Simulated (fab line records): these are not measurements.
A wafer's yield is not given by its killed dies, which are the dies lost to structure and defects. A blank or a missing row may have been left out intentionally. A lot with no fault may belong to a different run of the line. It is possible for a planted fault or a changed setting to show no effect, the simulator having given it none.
fab line records	flow n5_finfet
record lots=24	wafers=72	last_day=19
route steps=1938 shown HKMG_FIN@430 GATE_CUT@488
lots with no fault: from the same line, run without faults
start_h: hours from the record's first day to the start of the lot's first wafer shown	wait_h: how many hours have passed since the lot's step before this one	" as in the row above	L1.1+2: several wafers, shown together as one row	- no value, or no start was given	* or withheld: withheld	< > ~ a bound
route shown NAME@n: NAME is a module with steps in the file, n the number in the route of the first one	usual: the fault-free wafers' mean and standard deviation	same: alike in all rows	chamber/n: place in a boat	sites: each site's reading	_std_site: standard deviation of those values	_edge_site: outer sites' mean less inner sites'	radius_mm: how far each site lies from the wafer's centre	mask NAME#n: copy n	behind: the tool/chamber that last shaped the wafer	hold: cause of the lot's hold/its duration in hours/its outcome	device: the transistor (n, p or np) that didn't switch	end of line: at the end of the route, the tests of the same wafers	a step given without rows: its recipe and nothing more	killed: dies that structure and defects cost at the first sort, which is not the same as the wafer's yield	map: dies across one wafer; x = killed, . = not, _ = none there
set.NAME: setting as actually run; set.NAME@STEP: the setting as run at that earlier step	model.NAME: the simulator's own value behind a step, which no gauge read
a sample of lots followed through the steps of the route, with each step as a table and each wafer as a row
services: from which hour (start_h, from the record's first day; less than 0 if before it) a tool's chamber was out of use, for how many hours, and why
## steps
# step N5_HKMG_FIN_CD_MEAS_12
# recipe target_cd_nm=92.8	landing_energy_ev=500	detector=se_inlens
# usual cd_nm=92.8/0.63
lot.wafer	tool	chamber	start_h	wait_h	cd_nm
L074.1	cd_sem-01	0	77.66	-	93.0
L074.4	"	0	"	"	93.5
L074.6	"	0	"	"	92.0
L075.2	cd_sem-03	0	82.99	-	91.4
L075.4	"	0	"	"	91.5
L075.5	"	0	"	"	91.7
L077.1	cd_sem-01	0	92.77	-	93.0
L077.2	"	0	"	"	92.8
L077.4	"	0	"	"	92.5
L078.1	cd_sem-03	0	99.18	-	92.2
L078.2	"	0	"	"	92.9
L078.4	"	0	"	"	92.0
L079.1	cd_sem-01	0	103.34	-	93.4
L079.4	"	0	"	"	93.4
L079.6	"	0	"	"	93.7
L080.2	cd_sem-03	0	111.10	-	93.5
L080.3	"	0	"	"	93.8
L080.4	"	0	"	"	93.6
L081.3	cd_sem-03	0	117.83	-	92.3
L081.4	"	0	"	"	92.3
L081.6	"	0	"	"	92.2
L082.3	cd_sem-02	0	126.13	-	93.4
L082.4	"	0	"	"	93.1
L082.6	"	0	"	"	92.7
L083.2	cd_sem-01	0	130.47	-	92.4
L083.5	"	0	"	"	92.9
L083.6	"	0	"	"	91.6
L084.1	cd_sem-03	0	136.74	-	92.4
L084.3	"	0	"	"	93.1
L084.5	"	0	"	"	92.0
L085.2	cd_sem-03	0	140.74	-	93.1
L085.4	"	0	"	"	93.7
L085.6	"	0	"	"	93.2
L086.1	cd_sem-01	0	145.73	-	93.4
L086.2	"	0	"	"	92.5
L086.3	"	0	"	"	93.3
L087.1	cd_sem-03	0	151.65	-	94.2
L087.2	"	0	"	"	93.7
L087.5	"	0	"	"	93.4
L088.1	cd_sem-01	0	157.42	-	93.3
L088.4	"	0	"	"	94.0
L088.5	"	0	"	"	93.6
L089.1	cd_sem-02	0	163.22	-	92.5
L089.4	"	0	"	"	91.8
L089.6	"	0	"	"	92.8
L090.1	cd_sem-01	0	171.81	-	94.2
L090.5	"	0	"	"	92.4
L090.6	"	0	"	"	92.8
L091.1	cd_sem-01	0	175.87	-	92.0
L091.2	"	0	"	"	92.5
L091.4	"	0	"	"	92.7
L092.2	cd_sem-01	0	182.23	-	92.8
L092.4	"	0	"	"	92.6
L092.5	"	0	"	"	93.7
L093.2	cd_sem-01	0	193.02	-	92.8
L093.4	"	0	"	"	92.7
L093.6	"	0	"	"	93.0
L076.2	cd_sem-01	0	193.86	-	92.1
L076.3	"	0	"	"	91.9
L076.5	"	0	"	"	92.3
L094.4	cd_sem-01	0	201.73	-	93.8
L094.5	"	0	"	"	93.6
L094.6	"	0	"	"	93.3
L095.1	cd_sem-02	0	208.86	-	92.9
L095.3	"	0	"	"	92.4
L095.6	"	0	"	"	93.4
L097.1	cd_sem-03	0	213.76	-	93.0
L097.3	"	0	"	"	93.1
L097.6	"	0	"	"	93.3
L096.1	cd_sem-02	0	214.72	-	92.7
L096.3	"	0	"	"	92.8
L096.4	"	0	"	"	93.0
# step N5_HKMG_FIN_STRIP_34
# recipe chemistry=CF4	resist=SiARC	power_w=300	bias_power_w=75	pressure_mtorr=50	cf4_flow_sccm=150	rf_frequency_hz=6e+07
# usual drypump_motor_current_A=5.6/0.31	oes_product_au=0.77/0.068	rf_vpp_V=271.8/1.1	showerhead_plenum_p_Torr=1.83/0.044	throttle_valve_pct=13.6/0.31
lot.wafer	tool	chamber	start_h	wait_h	drypump_motor_current_A	oes_product_au	rf_hours_counter_h	rf_vpp_V	showerhead_plenum_p_Torr	throttle_valve_pct
L074.1	rie_diel-01	2	78.40	0.0	5.7	0.71	198	271.3	1.86	13.9
L074.4	"	1	"	"	5.5	0.78	139	273.0	1.88	13.8
L074.6	"	3	"	"	5.5	0.94	-	271.2	1.77	13.1
L075.2	rie_diel-01	2	83.45	0.0	5.7	0.70	200	272.2	1.86	13.9
L075.4	"	0	"	"	5.7	0.89	26	273.8	1.90	13.1
L075.5	"	0	"	"	5.7	0.89	-	273.1	1.90	13.1
L077.1	rie_diel-03	2	93.14	0.0	6.3	0.74	171	272.0	1.78	13.6
L077.2	"	0	"	"	5.3	0.70	220	272.6	1.83	13.9
L077.4	"	3	"	"	5.1	0.75	132	271.3	1.81	13.6
L078.1	rie_diel-03	3	99.55	0.0	5.1	0.75	134	272.2	1.81	13.6
L078.2	"	2	"	"	6.3	0.74	173	270.3	1.78	13.7
L078.4	"	1	"	"	5.8	0.79	88	271.7	1.83	13.5
L079.1	rie_diel-01	0	104.58	0.0	5.7	0.88	33	273.8	1.90	13.1
L079.4	"	2	"	"	5.7	0.70	205	272.9	1.86	13.9
L079.6	"	0	"	"	5.7	0.88	-	274.1	1.90	13.1
L080.2	rie_diel-03	2	111.51	0.0	6.3	0.75	178	270.9	1.78	13.6
L080.3	"	3	"	"	5.2	0.74	138	270.7	1.81	13.6
L080.4	"	1	"	"	5.8	0.79	93	271.8	1.83	13.5
L081.3	rie_diel-03	0	118.20	0.0	5.3	0.69	228	272.2	1.83	14.0
L081.4	"	3	"	"	5.1	0.76	141	270.1	1.81	13.6
L081.6	"	1	"	"	5.8	0.79	-	272.9	1.83	13.5
L082.3	rie_diel-03	3	126.50	0.0	5.1	0.74	143	271.1	1.81	13.6
L082.4	"	2	"	"	6.3	0.74	184	271.1	1.78	13.7
L082.6	"	3	"	"	5.1	0.74	-	272.1	1.81	13.6
L083.2	rie_diel-03	0	130.97	0.0	5.3	0.69	232	272.3	1.82	14.0
L083.5	"	3	"	"	5.1	0.74	-	270.6	1.81	13.6
L083.6	"	0	"	"	5.3	0.69	-	270.6	1.82	14.0
L084.1	rie_diel-06	2	137.12	0.0	5.5	0.81	69	271.7	1.81	13.5
L084.3	"	3	"	"	5.1	0.73	165	273.1	1.87	14.0
L084.5	"	1	"	"	5.6	0.72	-	272.4	1.84	14.0
L085.2	rie_diel-01	2	141.17	0.0	5.7	0.70	217	271.6	1.85	14.0
L085.4	"	3	"	"	5.5	0.90	27	270.4	1.76	13.2
L085.6	"	1	"	"	5.5	0.76	-	272.6	1.88	13.8
L086.1	rie_diel-06	0	146.15	0.0	5.9	0.84	63	270.3	1.76	13.4
L086.2	"	1	"	"	5.6	0.72	216	272.5	1.84	14.0
L086.3	"	3	"	"	5.1	0.72	168	272.5	1.87	14.0
L087.1	rie_diel-03	0	152.02	0.0	5.3	0.68	239	272.6	1.82	14.0
L087.2	"	2	"	"	6.3	0.73	194	271.6	1.77	13.7
L087.5	"	1	"	"	5.8	0.78	-	271.4	1.83	13.6
L088.1	rie_diel-01	2	157.98	0.0	5.7	0.70	225	272.7	1.85	14.0
L088.4	"	1	"	"	5.5	0.76	168	272.5	1.87	13.8
L088.5	"	0	"	"	5.7	0.85	-	272.2	1.89	13.2
L089.1	rie_diel-03	1	163.59	0.0	5.7	0.78	111	271.1	1.83	13.6
L089.4	"	3	"	"	5.1	0.73	157	272.3	1.81	13.7
L089.6	"	1	"	"	5.7	0.78	-	268.9	1.83	13.6
L090.1	rie_diel-01	3	172.18	0.0	5.5	0.88	37	270.9	1.76	13.2
L090.5	"	3	"	"	5.5	0.88	-	270.5	1.76	13.2
L090.6	"	0	"	"	5.7	0.85	-	272.1	1.89	13.2
L091.1	rie_diel-06	2	176.42	0.0	5.5	0.82	78	273.5	1.81	13.5
L091.2	"	3	"	"	5.2	0.71	179	272.9	1.87	14.0
L091.4	"	0	"	"	5.9	0.82	74	269.2	1.75	13.4
L092.2	rie_diel-01	0	182.60	0.0	5.7	0.84	58	273.5	1.89	13.2
L092.4	"	1	"	"	5.5	0.75	176	271.8	1.87	13.9
L092.5	"	2	"	"	5.7	0.69	-	272.5	1.85	14.0
L093.2	rie_diel-01	2	193.54	0.0	5.7	0.68	236	271.8	1.85	14.0
L093.4	"	0	"	"	5.7	0.84	63	272.1	1.89	13.2
L093.6	"	3	"	"	5.5	0.86	-	270.6	1.76	13.2
L076.2	rie_diel-01	1	194.27	0.0	5.5	0.75	180	273.0	1.87	13.8
L076.3	"	3	"	"	5.5	0.87	45	269.2	1.76	13.2
L076.5	"	0	"	"	5.7	0.83	-	274.3	1.89	13.2
L094.4	rie_diel-03	2	202.11	0.0	6.3	0.71	-	270.8	1.77	13.7
L094.5	"	1	"	"	5.7	0.75	-	271.3	1.82	13.6
L094.6	"	3	"	"	5.1	0.73	-	270.3	1.80	13.7
L095.1	rie_diel-06	2	209.23	0.0	5.5	0.80	88	271.8	1.81	13.6
L095.3	"	1	"	"	5.6	0.71	237	271.8	1.83	14.0
L095.6	"	3	"	"	5.1	0.71	-	271.9	1.86	14.0
L097.1	rie_diel-01	0	214.54	0.0	5.7	0.83	69	273.7	1.89	13.2
L097.3	"	2	"	"	5.7	0.69	243	272.6	1.85	14.0
L097.6	"	0	"	"	5.7	0.83	-	273.2	1.88	13.2
L096.1	rie_diel-01	2	215.18	0.0	5.7	0.68	243	272.2	1.85	14.0
L096.3	"	0	"	"	5.7	0.83	69	273.1	1.88	13.2
L096.4	"	3	"	"	5.5	0.86	53	271.7	1.75	13.2
# step N5_GATE_CUT_OVL_MEAS_14
# recipe points_per_wafer=522
# usual GATE_CUT_OVL=0.3/0.61
lot.wafer	tool	chamber	start_h	wait_h	GATE_CUT_OVL[nm]
L074.1	overlay-02	0	86.65	0.0	1.4
L074.4	"	0	"	"	0.8
L074.6	"	0	"	"	0.5
L075.2	overlay-02	0	91.64	0.0	0.4
L075.4	"	0	"	"	0.3
L075.5	"	0	"	"	0.5
L077.1	overlay-02	0	101.22	0.0	0.1
L077.2	"	0	"	"	0.7
L077.4	"	0	"	"	1.2
L078.1	overlay-02	0	107.74	0.0	0.6
L078.2	"	0	"	"	-0.2
L078.4	"	0	"	"	0.6
L079.1	overlay-01	0	112.29	0.0	2.3
L079.4	"	0	"	"	0.0
L079.6	"	0	"	"	0.7
L080.2	overlay-02	0	119.49	0.0	0.2
L080.3	"	0	"	"	0.0
L080.4	"	0	"	"	-0.3
L081.3	overlay-02	0	126.17	0.0	0.1
L081.4	"	0	"	"	1.6
L081.6	"	0	"	"	0.6
L082.3	overlay-02	0	134.52	0.0	0.1
L082.4	"	0	"	"	-0.2
L082.6	"	0	"	"	0.3
L083.2	overlay-02	0	139.39	0.0	0.5
L083.5	"	0	"	"	0.6
L083.6	"	0	"	"	0.4
L084.1	overlay-01	0	145.21	0.0	0.0
L084.3	"	0	"	"	1.2
L084.5	"	0	"	"	1.2
L085.2	overlay-01	0	149.79	0.0	0.3
L085.4	"	0	"	"	-0.4
L085.6	"	0	"	"	0.1
L086.1	overlay-02	0	154.91	0.0	-0.6
L086.2	"	0	"	"	-0.6
L086.3	"	0	"	"	0.0
L087.1	overlay-01	0	159.90	0.0	0.0
L087.2	"	0	"	"	0.3
L087.5	"	0	"	"	0.3
L088.1	overlay-02	0	166.11	0.0	0.2
L088.4	"	0	"	"	0.8
L088.5	"	0	"	"	0.3
L089.1	overlay-02	0	171.80	0.0	0.4
L089.4	"	0	"	"	1.1
L089.6	"	0	"	"	1.3
L090.1	overlay-02	0	180.13	0.0	0.6
L090.5	"	0	"	"	-0.4
L090.6	"	0	"	"	0.2
L091.1	overlay-01	0	185.50	0.0	0.6
L091.2	"	0	"	"	0.0
L091.4	"	0	"	"	0.1
L092.2	overlay-02	0	190.91	0.0	-1.5
L092.4	"	0	"	"	-0.3
L092.5	"	0	"	"	-0.9
L093.2	overlay-01	0	201.85	0.0	-0.8
L093.4	"	0	"	"	0.3
L093.6	"	0	"	"	-0.1
L076.2	overlay-02	0	202.12	0.0	0.9
L076.3	"	0	"	"	-0.1
L076.5	"	0	"	"	-0.6
L094.4	overlay-02	0	209.86	0.0	0.6
L094.5	"	0	"	"	0.9
L094.6	"	0	"	"	-0.2
L095.1	overlay-01	0	217.41	0.0	0.6
L095.3	"	0	"	"	1.4
L095.6	"	0	"	"	0.9
L097.1	overlay-01	0	222.80	0.0	0.5
L097.3	"	0	"	"	0.7
L097.6	"	0	"	"	0.7
L096.1	overlay-02	0	223.43	0.0	0.2
L096.3	"	0	"	"	-0.1
L096.4	"	0	"	"	0.2
# step N5_GATE_CUT_ETCH_36
# recipe chemistry=CF4	target=SiARC	target_depth_a=130	mask_material=CAR-EUV	time_s=21.7	ion_energy_ev=80	pressure_mtorr=40	source_w=545	bias_w=36	Ar_flow_sccm=100	cf4_flow_sccm=100	ends=cleared
# usual drypump_motor_current_A=5.5/0.38	etch_rf_on_time_s=21.7/0.52	oes_product_au=0.66/0.069	rf_vpp_V=184.4/1.1	showerhead_plenum_p_Torr=2.17/0.065	throttle_valve_pct=15.74/0.17
lot.wafer	tool	chamber	start_h	wait_h	drypump_motor_current_A	etch_rf_on_time_s	oes_product_au	rf_hours_counter_h	rf_vpp_V	showerhead_plenum_p_Torr	throttle_valve_pct
L074.1	rie_diel-05	3	86.80	0.0	5.4	21.7	0.66	145	184.1	2.08	15.63
L074.4	"	1	"	"	6.2	21.9	0.71	55	184.7	2.17	15.60
L074.6	"	2	"	"	5.7	21.6	0.66	-	184.2	2.05	15.71
L075.2	rie_diel-05	3	91.78	0.0	5.3	21.8	0.66	146	183.7	2.08	15.66
L075.4	"	1	"	"	6.2	21.9	0.71	56	186.2	2.17	15.57
L075.5	"	0	"	"	5.0	22.2	0.58	-	184.0	2.20	16.10
L077.1	rie_diel-04	2	101.37	0.0	5.0	22.0	0.58	242	185.3	2.20	16.11
L077.2	"	0	"	"	5.5	21.3	0.65	165	185.6	2.24	15.48
L077.4	"	1	"	"	5.0	22.7	0.65	121	184.9	2.25	15.67
L078.1	rie_diel-05	3	108.01	0.0	5.4	21.7	0.65	151	184.0	2.08	15.66
L078.2	"	1	"	"	6.2	21.4	0.73	61	184.8	2.17	15.60
L078.4	"	0	"	"	5.0	21.8	0.58	229	184.0	2.20	16.10
L079.1	rie_diel-04	1	112.44	0.0	5.0	22.8	0.65	125	182.5	2.24	15.68
L079.4	"	0	"	"	5.4	21.4	0.65	169	185.2	2.24	15.50
L079.6	"	0	"	"	5.5	21.3	0.65	-	184.3	2.24	15.50
L080.2	rie_diel-04	1	119.63	0.0	5.0	23.1	0.64	127	184.3	2.24	15.66
L080.3	"	3	"	"	5.3	21.7	0.60	208	184.1	2.11	15.91
L080.4	"	0	"	"	5.4	21.6	0.64	171	185.2	2.24	15.51
L081.3	rie_diel-02	1	126.31	0.0	6.0	21.2	0.77	30	185.1	2.18	15.78
L081.4	"	1	"	"	6.0	21.3	0.77	-	184.9	2.18	15.78
L081.6	"	2	"	"	5.7	21.5	0.66	-	184.7	2.23	15.60
L082.3	rie_diel-04	1	134.66	0.0	5.0	23.1	0.64	131	185.5	2.24	15.67
L082.4	"	0	"	"	5.4	21.6	0.64	-	184.4	2.23	15.51
L082.6	"	1	"	"	5.0	23.3	0.63	-	185.7	2.24	15.70
L083.2	rie_diel-02	0	139.53	0.0	5.6	21.8	0.68	95	184.9	2.18	15.75
L083.5	"	0	"	"	5.6	21.8	0.67	-	184.7	2.18	15.74
L083.6	"	3	"	"	5.7	21.2	0.83	-	185.8	2.30	15.47
L084.1	rie_diel-05	2	145.51	0.0	5.7	21.6	0.65	141	183.0	2.05	15.75
L084.3	"	1	"	"	6.2	21.5	0.71	72	184.7	2.16	15.62
L084.5	"	2	"	"	5.7	21.6	0.65	-	182.5	2.04	15.75
L085.2	rie_diel-05	2	149.93	0.0	5.7	21.0	0.66	143	182.1	2.04	15.75
L085.4	"	0	"	"	5.0	21.7	0.58	241	183.8	2.20	16.15
L085.6	"	0	"	"	5.0	21.7	0.57	-	185.9	2.19	16.14
L086.1	rie_diel-04	3	155.37	0.0	5.4	21.7	0.58	221	182.6	2.11	15.95
L086.2	"	0	"	"	5.5	21.6	0.63	183	185.0	2.23	15.52
L086.3	"	1	"	"	5.0	23.0	0.63	140	186.9	2.24	15.71
L087.1	rie_diel-05	2	160.05	0.0	5.6	21.6	0.65	146	183.8	2.04	15.75
L087.2	"	0	"	"	5.0	22.2	0.57	244	182.7	2.19	16.16
L087.5	"	2	"	"	5.6	21.6	0.65	-	182.4	2.04	15.75
L088.1	rie_diel-04	3	166.26	0.0	5.4	21.8	0.58	224	183.3	2.11	15.93
L088.4	"	0	"	"	5.4	21.7	0.63	187	184.7	2.23	15.54
L088.5	"	1	"	"	5.0	23.3	0.63	-	184.9	2.24	15.72
L089.1	rie_diel-04	3	172.33	0.0	5.4	21.8	0.58	225	185.1	2.11	15.96
L089.4	"	2	"	"	5.0	21.3	0.80	5	185.9	2.20	15.64
L089.6	"	3	"	"	5.4	21.8	0.58	-	185.1	2.11	15.95
L090.1	rie_diel-04	2	180.32	0.0	4.9	21.9	0.79	7	183.9	2.20	15.64
L090.5	"	0	"	"	5.5	21.9	0.63	-	183.5	2.23	15.54
L090.6	"	3	"	"	5.4	22.1	0.57	-	183.7	2.11	15.95
L091.1	rie_diel-02	2	185.64	0.0	5.7	21.6	0.63	156	184.8	2.22	15.64
L091.2	"	1	"	"	6.1	21.2	0.75	47	183.5	2.17	15.84
L091.4	"	0	"	"	5.5	21.7	0.67	109	184.8	2.17	15.76
L092.2	rie_diel-02	1	191.05	0.0	6.0	21.4	0.75	49	184.7	2.17	15.84
L092.4	"	2	"	"	5.7	21.9	0.63	158	184.4	2.22	15.64
L092.5	"	2	"	"	5.7	21.6	0.64	-	184.1	2.22	15.64
L093.2	rie_diel-05	2	202.26	0.0	5.6	21.6	0.64	161	182.8	2.04	15.78
L093.4	"	3	"	"	5.4	21.8	0.63	-	182.3	2.07	15.71
L093.6	"	2	"	"	5.6	21.7	0.64	-	184.2	2.04	15.79
L076.2	rie_diel-04	3	202.90	0.0	5.4	22.0	0.57	234	183.8	2.11	15.99
L076.3	"	1	"	"	5.0	23.6	0.62	152	186.0	2.23	15.72
L076.5	"	2	"	"	5.0	21.6	0.78	-	185.2	2.19	15.67
L094.4	rie_diel-04	0	209.99	0.0	5.4	21.4	0.63	200	185.5	2.23	15.55
L094.5	"	2	"	"	4.9	21.0	0.79	-	184.7	2.19	15.66
L094.6	"	1	"	"	5.0	23.0	0.62	-	185.7	2.23	15.73
L095.1	rie_diel-04	2	217.56	0.0	5.0	21.4	0.77	18	184.4	2.19	15.67
L095.3	"	0	"	"	5.5	21.5	0.62	202	184.0	2.22	15.56
L095.6	"	0	"	"	5.4	21.6	0.62	-	184.6	2.22	15.54
L097.1	rie_diel-02	3	222.95	0.0	5.7	21.1	0.79	24	186.4	2.29	15.53
L097.3	"	2	"	"	5.7	21.4	0.64	165	184.6	2.22	15.66
L097.6	"	1	"	"	6.0	21.3	0.74	-	184.7	2.17	15.85
L096.1	rie_diel-02	1	223.99	0.0	6.1	21.4	0.74	57	183.3	2.17	15.84
L096.3	"	0	"	"	5.6	21.8	0.66	117	184.4	2.17	15.78
L096.4	"	2	"	"	5.7	21.5	0.63	166	185.0	2.22	15.67
# step N5_GATE_CUT_VAPOR_ETCH_49
# recipe chemistry=BCl3/Cl2	target=TiAlC	mode=isotropic
# usual drypump_motor_current_A=5.6/0.35	oes_product_au=0.68/0.11
lot.wafer	tool	chamber	start_h	wait_h	drypump_motor_current_A	oes_product_au
L074.1	rie_metal-02	0	87.35	0.0	5.4	0.67
L074.4	"	0	"	"	5.4	0.67
L074.6	"	0	"	"	5.4	0.67
L075.2	rie_metal-03	0	92.33	0.0	6.1	0.65
L075.4	"	1	"	"	5.3	0.62
L075.5	"	0	"	"	6.1	0.66
L077.1	rie_metal-02	1	101.92	0.0	5.7	0.57
L077.2	"	0	"	"	5.4	0.66
L077.4	"	1	"	"	5.7	0.58
L078.1	rie_metal-02	1	108.56	0.0	5.7	0.58
L078.2	"	0	"	"	5.4	0.67
L078.4	"	1	"	"	5.7	0.58
L079.1	rie_metal-02	1	113.00	0.0	5.7	0.57
L079.4	"	0	"	"	5.4	0.67
L079.6	"	0	"	"	5.4	0.67
L080.2	rie_metal-02	1	120.18	0.0	5.7	0.58
L080.3	"	0	"	"	5.4	0.67
L080.4	"	1	"	"	5.7	0.57
L081.3	rie_metal-03	1	126.87	0.0	5.3	0.62
L081.4	"	0	"	"	6.1	0.65
L081.6	"	0	"	"	6.1	0.65
L082.3	rie_metal-03	1	135.22	0.0	5.3	0.62
L082.4	"	0	"	"	6.1	0.65
L082.6	"	1	"	"	5.3	0.61
L083.2	rie_metal-03	0	140.07	0.0	6.1	0.66
L083.5	"	1	"	"	5.3	0.62
L083.6	"	0	"	"	6.1	0.65
L084.1	rie_metal-03	0	146.05	0.0	6.1	0.65
L084.3	"	0	"	"	6.1	0.66
L084.5	"	0	"	"	6.1	0.65
L085.2	rie_metal-03	0	150.48	0.0	6.1	0.65
L085.4	"	1	"	"	5.3	0.62
L085.6	"	1	"	"	5.3	0.62
L086.1	rie_metal-03	0	155.92	0.0	6.1	0.66
L086.2	"	1	"	"	5.3	0.62
L086.3	"	1	"	"	5.3	0.62
L087.1	rie_metal-03	1	160.60	0.0	5.3	0.61
L087.2	"	0	"	"	6.1	0.65
L087.5	"	0	"	"	6.1	0.65
L088.1	rie_metal-03	0	167.02	0.1	6.1	0.65
L088.4	"	0	"	"	6.1	0.65
L088.5	"	0	"	"	6.1	0.65
L089.1	rie_metal-03	0	172.88	0.0	6.1	0.65
L089.4	"	1	"	"	5.3	0.61
L089.6	"	1	"	"	5.3	0.61
L090.1	rie_metal-02	1	180.87	0.0	5.7	0.96
L090.5	"	1	"	"	5.7	0.96
L090.6	"	0	"	"	5.4	0.64
L091.1	rie_metal-01	1	186.19	0.0	5.1	0.89
L091.2	"	0	"	"	6.0	0.92
L091.4	"	1	"	"	5.1	0.89
L092.2	rie_metal-03	1	191.82	0.1	5.3	0.61
L092.4	"	1	"	"	5.3	0.61
L092.5	"	1	"	"	5.3	0.61
L093.2	rie_metal-02	1	202.81	0.0	5.7	0.92
L093.4	"	1	"	"	5.7	0.93
L093.6	"	0	"	"	5.4	0.64
L076.2	rie_metal-01	1	203.45	0.0	5.1	0.88
L076.3	"	0	"	"	6.0	0.92
L076.5	"	0	"	"	6.0	0.91
L094.4	rie_metal-03	1	210.55	0.0	5.3	0.61
L094.5	"	0	"	"	6.1	0.64
L094.6	"	1	"	"	5.3	0.60
L095.1	rie_metal-03	1	218.17	0.0	5.3	0.60
L095.3	"	0	"	"	6.1	0.64
L095.6	"	1	"	"	5.3	0.60
L097.1	rie_metal-02	0	223.50	0.0	5.4	0.64
L097.3	"	0	"	"	5.4	0.64
L097.6	"	1	"	"	5.7	0.90
L096.1	rie_metal-02	0	224.54	0.0	5.4	0.64
L096.3	"	0	"	"	5.4	0.64
L096.4	"	1	"	"	5.7	0.91
# step N5_GATE_CUT_VAPOR_ETCH_51
# recipe chemistry=BCl3/Cl2	target=HfO2	mode=isotropic
# usual drypump_motor_current_A=5.6/0.35	oes_product_au=0.68/0.11
lot.wafer	tool	chamber	start_h	wait_h	drypump_motor_current_A	oes_product_au
L074.1	rie_metal-02	0	87.38	0.0	5.4	0.67
L074.4	"	0	"	"	5.4	0.67
L074.6	"	0	"	"	5.4	0.67
L075.2	rie_metal-03	0	92.36	0.0	6.1	0.67
L075.4	"	1	"	"	5.3	0.63
L075.5	"	0	"	"	6.1	0.66
L077.1	rie_metal-02	1	101.95	0.0	5.7	0.58
L077.2	"	0	"	"	5.4	0.67
L077.4	"	1	"	"	5.7	0.58
L078.1	rie_metal-02	1	108.59	0.0	5.7	0.58
L078.2	"	0	"	"	5.4	0.66
L078.4	"	1	"	"	5.7	0.58
L079.1	rie_metal-02	1	113.03	0.0	5.7	0.58
L079.4	"	0	"	"	5.4	0.66
L079.6	"	0	"	"	5.4	0.67
L080.2	rie_metal-02	1	120.21	0.0	5.7	0.57
L080.3	"	0	"	"	5.4	0.66
L080.4	"	1	"	"	5.7	0.58
L081.3	rie_metal-03	1	126.90	0.0	5.3	0.62
L081.4	"	0	"	"	6.1	0.66
L081.6	"	0	"	"	6.1	0.66
L082.3	rie_metal-03	1	135.25	0.0	5.3	0.63
L082.4	"	0	"	"	6.1	0.66
L082.6	"	1	"	"	5.3	0.62
L083.2	rie_metal-03	0	140.10	0.0	6.1	0.65
L083.5	"	1	"	"	5.3	0.61
L083.6	"	0	"	"	6.1	0.65
L084.1	rie_metal-03	0	146.08	0.0	6.1	0.65
L084.3	"	0	"	"	6.1	0.65
L084.5	"	0	"	"	6.1	0.65
L085.2	rie_metal-03	0	150.51	0.0	6.1	0.65
L085.4	"	1	"	"	5.3	0.61
L085.6	"	1	"	"	5.3	0.61
L086.1	rie_metal-03	0	155.95	0.0	6.1	0.65
L086.2	"	1	"	"	5.3	0.62
L086.3	"	1	"	"	5.3	0.62
L087.1	rie_metal-03	1	160.63	0.0	5.3	0.62
L087.2	"	0	"	"	6.1	0.64
L087.5	"	0	"	"	6.2	0.65
L088.1	rie_metal-03	0	167.08	0.1	6.1	0.65
L088.4	"	0	"	"	6.1	0.66
L088.5	"	0	"	"	6.1	0.66
L089.1	rie_metal-03	0	172.91	0.0	6.1	0.66
L089.4	"	1	"	"	5.3	0.62
L089.6	"	1	"	"	5.3	0.61
L090.1	rie_metal-02	1	180.90	0.0	5.7	0.96
L090.5	"	1	"	"	5.7	0.96
L090.6	"	0	"	"	5.4	0.65
L091.1	rie_metal-01	1	186.22	0.0	5.1	0.89
L091.2	"	0	"	"	6.1	0.92
L091.4	"	1	"	"	5.1	0.88
L092.2	rie_metal-03	1	191.88	0.1	5.3	0.61
L092.4	"	1	"	"	5.3	0.61
L092.5	"	1	"	"	5.3	0.60
L093.2	rie_metal-02	1	202.84	0.0	5.7	0.94
L093.4	"	1	"	"	5.7	0.93
L093.6	"	0	"	"	5.4	0.64
L076.2	rie_metal-01	1	203.48	0.0	5.1	0.88
L076.3	"	0	"	"	6.0	0.92
L076.5	"	0	"	"	6.1	0.92
L094.4	rie_metal-03	1	210.58	0.0	5.3	0.60
L094.5	"	0	"	"	6.1	0.64
L094.6	"	1	"	"	5.3	0.61
L095.1	rie_metal-03	1	218.21	0.0	5.3	0.59
L095.3	"	0	"	"	6.1	0.64
L095.6	"	1	"	"	5.3	0.59
L097.1	rie_metal-02	0	223.53	0.0	5.4	0.64
L097.3	"	0	"	"	5.4	0.64
L097.6	"	1	"	"	5.7	0.90
L096.1	rie_metal-02	0	224.57	0.0	5.4	0.63
L096.3	"	0	"	"	5.4	0.64
L096.4	"	1	"	"	5.7	0.91
## services
tool	chamber	start_h	hours	kind
rie_diel-04	-	54.55	14.6	pm
rie_diel-02	3	66.11	4.3	repair
rie_diel-05	0	66.63	1.9	repair
rie_diel-01	2	87.98	4.9	repair
rie_diel-04	-	95.90	0.4	repair
rie_diel-01	3	105.08	9.1	repair
rie_diel-01	0	113.19	5.2	repair
rie_diel-06	2	113.32	8.0	repair
rie_diel-05	2	128.71	1.6	repair
rie_metal-03	-	128.72	0.1	repair
rie_metal-02	1	133.70	-	clean
rie_metal-02	1	133.70	35.0	scheduled_down
rie_metal-02	1	133.70	35.0	vent_cycle
rie_diel-05	-	139.60	0.4	repair
rie_diel-06	2	144.85	12.2	repair
rie_metal-03	1	166.29	4.0	repair
rie_diel-03	0	170.10	5.9	repair
rie_metal-01	-	177.14	4.5	repair
rie_diel-02	-	180.09	1.3	repair
rie_metal-01	-	197.18	2.8	pm
rie_diel-01	0	198.22	3.0	repair
rie_diel-05	1	213.02	4.7	repair
rie_diel-04	1	214.95	6.7	repair
rie_diel-04	1	222.61	13.5	repair
## key
fault none
